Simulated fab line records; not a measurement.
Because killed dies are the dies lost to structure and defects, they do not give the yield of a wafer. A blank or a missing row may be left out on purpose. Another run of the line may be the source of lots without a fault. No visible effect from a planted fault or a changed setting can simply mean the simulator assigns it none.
Which tool was responsible?	flow n5Finfet	24 lots, 72 wafers sampled, at 6 steps of a route of 1938

## WHAT EACH GAUGE READ, for each wafer
N5_BEOL_M11_INSPECT_58: inspects for defects (darkfield).
lot	measured	on	rawDefectCount
L074	day 11 00:56	defectInspect-01	76 82 75
L076	day 11 14:16	defectInspect-01	76 37 60
L075	day 11 18:19	defectInspect-02	93 75 103
L077	day 12 10:23	defectInspect-01	70 65 43
L078	day 12 11:54	defectInspect-01	111 54 64
L079	day 12 12:49	defectInspect-02	70 65 54
L080	day 12 19:40	defectInspect-01	58 110 72
L081	day 13 03:46	defectInspect-02	75 58 89
L082	day 13 03:37	defectInspect-02	87 86 76
L083	day 13 07:55	defectInspect-01	103 79 67
L084	day 13 12:04	defectInspect-01	56 79 63
L085	day 13 20:19	defectInspect-01	52 58 62
L087	day 14 04:44	defectInspect-02	61 59 53
L086	day 14 10:03	defectInspect-01	75 63 57
L090	day 14 20:35	defectInspect-02	84 48 51
L089	day 14 21:26	defectInspect-01	56 93 76
L088	day 15 02:14	defectInspect-02	65 66 82
L092	day 15 16:03	defectInspect-01	87 64 44
L093	day 15 17:41	defectInspect-01	66 50 57
L091	day 16 06:44	defectInspect-02	135 84 68
L094	day 16 11:37	defectInspect-01	73 68 86
L096	day 16 11:34	defectInspect-01	46 33 69
L095	day 16 19:49	defectInspect-02	52 54 82
L097	day 16 23:56	defectInspect-02	50 73 74

N5_BEOL_M12_OVL_MEAS_11.
lot	measured	on	V11_OVL (nm)
L074	day 11 01:33	overlay-02	5 -3 -2
L076	day 11 14:53	overlay-01	-10 -3 -3
L075	day 11 18:58	overlay-02	-5 -6 -4
L077	day 12 11:00	overlay-02	1 -3 -1
L078	day 12 12:32	overlay-01	-3 -9 -8
L079	day 12 13:19	overlay-01	1 0 -4
L080	day 12 20:10	overlay-01	-3 2 -5
L081	day 13 04:25	overlay-01	4 2 -3
L082	day 13 04:15	overlay-02	-5 -4 4
L083	day 13 08:32	overlay-01	-10 -3 -10
L084	day 13 12:34	overlay-01	-8 -7 0
L085	day 13 20:49	overlay-02	0 5 0
L087	day 14 05:23	overlay-01	4 0 -5
L086	day 14 10:41	overlay-02	-4 -1 -1
L090	day 14 21:05	overlay-02	5 -4 -1
L089	day 14 21:59	overlay-02	-3 -3 -4
L088	day 15 02:52	overlay-01	0 -1 -12
L092	day 15 16:41	overlay-02	5 -2 -4
L093	day 15 18:19	overlay-02	5 2 6
L091	day 16 07:15	overlay-02	-3 -2 2
L094	day 16 12:17	overlay-01	-5 -7 -3
L096	day 16 12:16	overlay-02	-5 -12 -12
L095	day 16 20:26	overlay-02	-5 -3 5
L097	day 17 00:26	overlay-02	8 2 -3

N5_BEOL_M13_CD_MEAS_10: the cd target is 190 nm.
lot	measured	on	cdNm (nm)
L074	day 11 05:47	cdSem-01	190.8 190.5 191.5
L076	day 11 19:45	cdSem-01	189.0 190.7 192.7
L075	day 12 01:01	cdSem-03	191.0 189.8 191.6
L077	day 12 15:32	cdSem-02	189.1 189.9 188.9
L078	day 12 19:54	cdSem-02	191.2 190.3 189.2
L079	day 12 20:33	cdSem-02	188.2 186.7 188.2
L080	day 13 02:34	cdSem-01	188.0 190.7 188.6
L081	day 13 13:51	cdSem-01	190.5 190.4 189.6
L082	day 13 12:55	cdSem-03	191.7 191.1 192.3
L083	day 13 15:01	cdSem-02	188.4 189.9 192.2
L084	day 13 18:44	cdSem-03	191.4 192.3 190.6
L085	day 14 02:07	cdSem-02	188.8 190.2 189.9
L087	day 14 10:25	cdSem-01	189.4 189.9 189.9
L086	day 14 15:59	cdSem-02	192.4 191.7 189.4
L090	day 15 04:07	cdSem-03	190.9 190.3 189.0
L089	day 15 03:56	cdSem-02	190.2 188.8 189.1
L088	day 15 07:16	cdSem-01	189.3 188.1 189.5
L092	day 15 20:38	cdSem-01	191.5 190.2 189.0
L093	day 15 23:02	cdSem-03	190.7 188.5 190.3
L091	day 16 13:18	cdSem-03	187.8 187.8 189.2
L094	day 16 19:11	cdSem-02	188.0 186.1 188.6
L096	day 16 16:29	cdSem-03	191.0 192.9 192.0
L095	day 17 01:20	cdSem-03	188.3 188.9 187.3
L097	day 17 06:02	cdSem-01	185.7 185.5 188.7

## WHAT TOOL EACH LOT RAN ON (gives the tool, then ch and the chambers of the sampled wafers, and finally the start)
lot	N5_BEOL_M11_STRIP_36	N5_BEOL_M12_SPUTTER_43	N5_BEOL_M12_ANNEAL_48
L074	rieDiel-04 ch 0,1, day 10 19:08	pvdSputter-03, day 11 03:59	rtpAnneal-01 ch 0, day 11 04:29
L076	rieDiel-06 ch 0,1,3, day 11 10:53	pvdSputter-03, day 11 18:05	rtpAnneal-01 ch 0, day 11 18:31
L075	rieDiel-04 ch 0,2,3, day 11 14:21	pvdSputter-02, day 11 23:14	rtpAnneal-02 ch 0, day 11 23:40
L077	rieDiel-03 ch 1,2, day 12 07:12	pvdSputter-03, day 12 13:05	rtpAnneal-01 ch 0, day 12 14:23
L078	rieDiel-06 ch 0,3, day 12 08:40	pvdSputter-03, day 12 18:01	rtpAnneal-01 ch 0, day 12 18:28
L079	rieDiel-04 ch 0,1,2, day 12 09:00	pvdSputter-03, day 12 18:27	rtpAnneal-02 ch 0, day 12 19:11
L080	rieDiel-06 ch 0,1,3, day 12 17:03	pvdSputter-02, day 13 00:29	rtpAnneal-01 ch 0, day 13 01:11
L081	rieDiel-03 ch 0,1, day 12 23:45	pvdSputter-02, day 13 11:58	rtpAnneal-02 ch 0, day 13 12:40
L082	rieDiel-06 ch 1,3, day 12 23:55	pvdSputter-02, day 13 11:16	rtpAnneal-02 ch 0, day 13 11:43
L083	rieDiel-06 ch 1,3, day 13 04:52	pvdSputter-02, day 13 13:11	rtpAnneal-02 ch 0, day 13 13:40
L084	rieDiel-04 ch 0,1,3, day 13 07:35	pvdSputter-03, day 13 17:05	rtpAnneal-01 ch 0, day 13 17:30
L085	rieDiel-03 ch 0,1,3, day 13 17:30	pvdSputter-03, day 14 00:28	rtpAnneal-01 ch 0, day 14 00:53
L087	rieDiel-03 ch 0,3, day 14 02:04	pvdSputter-01, day 14 08:38	rtpAnneal-02 ch 0, day 14 09:04
L086	rieDiel-06 ch 1,2,3, day 14 07:22	pvdSputter-03, day 14 14:13	rtpAnneal-01 ch 0, day 14 14:40
L090	rieDiel-04 ch 0,1,2, day 14 15:52	pvdSputter-01, day 15 02:16	rtpAnneal-01 ch 0, day 15 02:45
L089	rieDiel-03 ch 0,1,3, day 14 18:30	pvdSputter-03, day 15 02:16	rtpAnneal-02 ch 0, day 15 02:42
L088	rieDiel-04 ch 0,2, day 14 21:08	pvdSputter-01, day 15 05:28	rtpAnneal-02 ch 0, day 15 05:53
L092	rieDiel-03 ch 0,1,3, day 15 12:52	pvdSputter-01, day 15 18:50	rtpAnneal-01 ch 0, day 15 19:16
L093	rieDiel-04 ch 0,3, day 15 13:58	pvdSputter-03, day 15 21:16	rtpAnneal-02 ch 0, day 15 21:41
L091	rieDiel-06 ch 1,2,3, day 16 03:29	pvdSputter-02, day 16 11:28	rtpAnneal-02 ch 0, day 16 11:56
L094	rieDiel-04 ch 1,3, day 16 06:43	pvdSputter-02, day 16 17:24	rtpAnneal-01 ch 0, day 16 17:55
L096	rieDiel-06 ch 1,2, day 16 06:55	pvdSputter-02, day 16 14:40	rtpAnneal-02 ch 0, day 16 15:10
L095	rieDiel-06 ch 1,2,3, day 16 16:52	pvdSputter-02, day 16 23:31	rtpAnneal-02 ch 0, day 17 00:09
L097	rieDiel-06 ch 0,1,3, day 16 20:34	pvdSputter-01, day 17 04:09	rtpAnneal-02 ch 0, day 17 04:44
- N5_BEOL_M11_STRIP_36: strips in N2/H2.
- N5_BEOL_M12_SPUTTER_43: material TaN, target thk 15 nm, time 24.19 s.
- N5_BEOL_M12_ANNEAL_48: time 90 s.

## WHAT THE TOOLS THEMSELVES READ (means of the sampled wafers that have a number; where no wafer has one, the mark that the record gives instead)
N5_BEOL_M11_STRIP_36.
lot	tool	drypumpMotorCurrentA (A)	oesProductAu (a.u.)	rfVppV (V)	showerheadPlenumPTorr (Torr)	throttleValvePct (%)
L074	rieDiel-04	5.7	0.71	60.7	2.53	23.9
L076	rieDiel-06	5.7	0.80	59.5	2.51	23.6
L075	rieDiel-04	5.6	0.75	56.3	2.47	24.2
L077	rieDiel-03	5.4	0.87	60.2	2.62	23.5
L078	rieDiel-06	5.9	0.82	57.7	2.53	23.6
L079	rieDiel-04	5.6	0.80	59.6	2.58	24.0
L080	rieDiel-06	5.7	0.77	59.8	2.51	23.6
L081	rieDiel-03	5.3	0.80	59.7	2.63	23.7
L082	rieDiel-06	6.0	0.80	57.3	2.56	23.9
L083	rieDiel-06	6.0	0.80	59.8	2.55	23.9
L084	rieDiel-04	5.4	0.73	58.7	2.49	23.8
L085	rieDiel-03	5.6	0.80	59.8	2.60	24.0
L087	rieDiel-03	5.5	0.74	58.8	2.55	24.1
L086	rieDiel-06	6.0	0.83	59.7	2.52	23.7
L090	rieDiel-04	5.7	0.76	60.0	2.58	24.0
L089	rieDiel-03	5.6	0.78	58.6	2.60	24.0
L088	rieDiel-04	5.8	0.85	59.9	2.65	24.4
L092	rieDiel-03	5.6	0.77	60.1	2.59	24.1
L093	rieDiel-04	5.4	0.76	57.6	2.48	24.0
L091	rieDiel-06	6.0	0.79	59.8	2.52	23.7
L094	rieDiel-04	5.2	0.92	59.8	2.48	23.4
L096	rieDiel-06	6.0	0.83	60.5	2.49	23.6
L095	rieDiel-06	6.0	0.80	58.5	2.51	23.7
L097	rieDiel-06	5.7	0.76	58.7	2.49	23.7

N5_BEOL_M12_SPUTTER_43.
lot	tool	throttleValvePct (%)
L074	pvdSputter-03	29.6
L076	pvdSputter-03	30.4
L075	pvdSputter-02	30.4
L077	pvdSputter-03	29.5
L078	pvdSputter-03	29.9
L079	pvdSputter-03	29.9
L080	pvdSputter-02	30.2
L081	pvdSputter-02	30.3
L082	pvdSputter-02	30.1
L083	pvdSputter-02	30.2
L084	pvdSputter-03	29.5
L085	pvdSputter-03	30.1
L087	pvdSputter-01	29.6
L086	pvdSputter-03	30.9
L090	pvdSputter-01	28.5
L089	pvdSputter-03	29.2
L088	pvdSputter-01	29.8
L092	pvdSputter-01	29.0
L093	pvdSputter-03	30.0
L091	pvdSputter-02	30.2
L094	pvdSputter-02	30.2
L096	pvdSputter-02	30.2
L095	pvdSputter-02	30.3
L097	pvdSputter-01	29.5

N5_BEOL_M12_ANNEAL_48.
lot	tool	wafer_temp_C_max
L074	rtpAnneal-01	226.0
L076	rtpAnneal-01	226.7
L075	rtpAnneal-02	225.6
L077	rtpAnneal-01	226.6
L078	rtpAnneal-01	226.2
L079	rtpAnneal-02	225.5
L080	rtpAnneal-01	226.2
L081	rtpAnneal-02	225.4
L082	rtpAnneal-02	225.8
L083	rtpAnneal-02	225.4
L084	rtpAnneal-01	226.0
L085	rtpAnneal-01	226.2
L087	rtpAnneal-02	225.8
L086	rtpAnneal-01	226.1
L090	rtpAnneal-01	226.2
L089	rtpAnneal-02	225.3
L088	rtpAnneal-02	225.5
L092	rtpAnneal-01	226.2
L093	rtpAnneal-02	225.5
L091	rtpAnneal-02	225.5
L094	rtpAnneal-01	226.4
L096	rtpAnneal-02	225.4
L095	rtpAnneal-02	225.6
L097	rtpAnneal-02	225.8

## THE ANSWER, worked out from the rows above alone
Rule: the usual values come from the lots themselves. The widest of any qualifying gaps counts: lots, ordered by their means at a reading, are off when they make up no more than a third of the lots, leave a main group of 4 or more, and stand apart from it by 3 or more times the standard deviation of that group's means. If all means in a main group match to the digits the tables above print for the reading, that group is not used. A lot without any number at a reading at which 4 lots or more have one is off too. The other lots that the step has rows for count as sound. Order of review: gauges by route order, followed by the tools' own readings, for which a lot's mean as printed above is used. At the first step where some lot is off, the reading lying furthest off is the one used; lots without a number count as furthest.
Across all readings shown, no lot is off: no conclusion can be drawn from this.

## WHAT THE SIMULATOR HAD PUT IN
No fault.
